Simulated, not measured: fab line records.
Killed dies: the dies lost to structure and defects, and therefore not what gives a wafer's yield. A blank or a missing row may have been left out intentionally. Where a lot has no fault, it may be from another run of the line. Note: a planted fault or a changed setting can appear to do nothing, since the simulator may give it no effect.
Struck lot and sound lot, side by side || flow nand_harc || 14 out of 1302 route steps
Sound: wafers L257.1, L257.4, L257.5. Struck: wafer L271.1. Last of all comes the cause.
For every step that has rows: the tool of each side, followed by ch and its chambers, followed by its first start. Under that, the readings that differ: sound wafers || struck wafers || difference of the means || sigmas: that difference in standard deviations of wafers without a fault.
alike: same words and numbers on both sides, and readings whose means sit less than 2 such deviations apart. not compared: any withheld reading, any reading some wafer has no value for, any bound like >300 that may hide the same value, and any number with overlapping values for which the record gives no deviation.
The two part at a step that has a row with sigmas, a row that says differs or no value, or rows on one side only. When numbers do not overlap yet have no deviation, they are printed without sigmas and do not part them. A reading missing from all wafers of one side parts the sides only when that side holds two or more wafers.

first, 1 step without rows for these wafers: NHARC_A_CONTACT_ETCH_139 (etches the open film in C4F8/O2/Ar, time 195 s, target depth 840 nm).
NHARC_A_CONTACT_ETCH_92: etches the open film in CH3F/O2, target depth 40 nm, time 85.7 s.
  sound on rie_diel-11 ch 0,2,3, day 22 11:15; struck on rie_diel-11 ch 1, day 28 06:56
{"reading": "oes_product_au (a.u.)", "sound": "0.995 1.000 0.999", "struck": 0.912, "difference": -0.086, "sigmas": -3}
  alike: bias_w, drypump_motor_current_A, rf_vpp_V, showerhead_plenum_p_Torr, throttle_valve_pct
  not compared: rf_hours_counter_h
NHARC_A_CONTACT_ETCH_98: etches the open film in C4F6/O2, target depth 20 nm, time 10 s.
  sound on rie_diel-11 ch 1,3; struck on rie_diel-11 ch 3
{"reading": "oes_product_au (a.u.)", "sound": "0.988 0.989 0.992", "struck": 0.944, "difference": -0.046, "sigmas": -2}
  alike: bias_w, drypump_motor_current_A, rf_vpp_V, showerhead_plenum_p_Torr, throttle_valve_pct
  not compared: rf_hours_counter_h
NHARC_A_CONTACT_CD_MEAS_15:
  sound on cd_sem-01 at day 22 11:28; struck on cd_sem-02 at day 28 07:10
  alike: cd_nm
then, 3 steps without rows for these wafers: NHARC_A_CONTACT_STRIP_107 (strips in N2/H2); NHARC_A_CONTACT_STRIP_108 (strips in CF4/CHF3); NHARC_A_CONTACT_STRIP_109 (strips in O2/COS).
NHARC_A_CONTACT_ETCH_110: etches the open film in CF4/O2, target depth 60 nm, overetch 6 nm, time 33 s.
  sound on rie_diel-11 ch 0,1,2, day 22 11:53; struck on rie_diel-03 ch 2, day 28 07:27
{"reading": "drypump_motor_current_A (A)", "sound": "5.2 5.4 5.5", "struck": 6.5, "difference": "+1.1", "sigmas": "+2"}
{"reading": "showerhead_plenum_p_Torr (Torr)", "sound": "1.39 1.35 1.36", "struck": 1.26, "difference": -0.11, "sigmas": -2}
  alike: bias_w, cf4_flow_sccm, oes_product_au, rf_vpp_V, throttle_valve_pct
  not compared: rf_hours_counter_h
then, 2 steps without rows for these wafers: NHARC_A_CONTACT_STRIP_26 (strips in O2); NHARC_A_CONTACT_STRIP_27 (strips in post etch residue remover, time 600 s).
NHARC_A_CONTACT_ALD_18: deposits TiN, target thk 3 nm, pulse time 1 s, ald cycles 150.
  sound on ald_metal-01 ch 0,1,2, day 22 13:00; struck on ald_metal-01 ch 2, day 28 08:10
  alike: heater_power_w, precursor_pulse_height_rel
NHARC_A_CONTACT_CVD_19: deposits W, target thk 300 nm, time 802 s.
  sound on cvd_w-02 ch 0; struck on cvd_w-01 ch 1
{"reading": "heater_power_w (W)", "sound": "508 505 486", "struck": 386, "difference": -114, "sigmas": -2}
  alike: throttle_valve_pct
NHARC_A_CONTACT_CMP_20: polishes, t overpolish 30 s, target thk 300 nm.
  sound on cmp-01 ch 1,3, day 22 14:04; struck on cmp-01 ch 0, day 28 09:15
{"reading": "time_to_endpoint_s (s)", "sound": "59.0 60.0 61.9", "struck": 34.7, "difference": -25.6, "sigmas": -10}
  alike: motor_current_A, overpolish_run_s, slurry_filter_dp_kPa, slurry_flow_ml_min
NHARC_END_SORT_01:
  sound on prober-01 ch 0, day 24 13:02; struck on prober-01 ch 0, day 30 04:17
  alike: killed_at_array, killed_at_other, killed_at_periphery, killed_dies, killed_open, killed_short

## WHERE THEY PART
At NHARC_A_CONTACT_ETCH_92 first; at NHARC_A_CONTACT_CMP_20 last (within this record only). Later steps at which nothing parts them and some readings are alike: NHARC_END_SORT_01.

WHY: what had been put in by the simulator
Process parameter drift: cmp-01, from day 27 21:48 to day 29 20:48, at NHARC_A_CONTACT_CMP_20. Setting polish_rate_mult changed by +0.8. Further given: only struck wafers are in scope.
